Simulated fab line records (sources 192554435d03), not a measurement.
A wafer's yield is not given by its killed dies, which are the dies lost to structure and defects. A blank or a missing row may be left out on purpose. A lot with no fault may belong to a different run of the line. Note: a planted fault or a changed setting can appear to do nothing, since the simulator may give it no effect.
Matching of chambers ; flow n5Finfet ; rieDiel-05 running N5_FIN_CUT_STRIP_24: 4 sister chambers
The step strips in CF4. 8 wafers are shown with their chamber, then 12 later ones without.

== EACH WAFER AND ITS CHAMBER ==
wafer;chamber;drypumpMotorCurrentA (A);showerheadPlenumPTorr (Torr)
L079.5;2;6.6;1.80
L080.1;2;6.6;1.79
L080.4;3;5.8;1.85
L081.2;3;5.9;1.85
L081.6;0;6.6;1.73
L085.2;1;5.3;1.83
L085.4;0;6.6;1.72
L085.6;1;5.3;1.83

== WAFERS WITHOUT THEIR CHAMBER ==
wafer;drypumpMotorCurrentA (A);showerheadPlenumPTorr (Torr)
L087.2;6.6;1.79
L087.4;6.6;1.72
L087.6;6.6;1.72
L089.1;6.6;1.79
L089.3;5.3;1.83
L089.6;5.9;1.85
L092.2;6.6;1.79
L092.3;6.6;1.72
L092.5;5.3;1.83
L096.3;5.3;1.83
L096.5;5.8;1.84
L096.6;6.6;1.79

== WHICH CHAMBER EACH ONE RAN IN ==
wafer;from the rows above;in truth
L087.2;2;2
L087.4;0;0
L087.6;0;0
L089.1;2;2
L089.3;1;1
L089.6;3;3
L092.2;2;2
L092.3;0;0
L092.5;1;1
L096.3;1;1
L096.5;3;3
L096.6;2;2
Placed correctly: 12 of 12. Number that these rows cannot place: 0. Number placed wrongly: 0.
How it was worked out, from the rows above alone: a wafer's distance from a chamber is the root of the sum, over the readings, of the square of ((its reading less the chamber's mean) divided by the reading's scatter). The wafer belongs to the nearest chamber; if the next one is less than 2 further off, it can't be placed. A chamber's mean is the mean of its shown wafers. How the scatter is found: for the shown wafers, subtract from each reading the mean of its chamber, square and add these, divide the total by (wafers less chambers), then take the root.
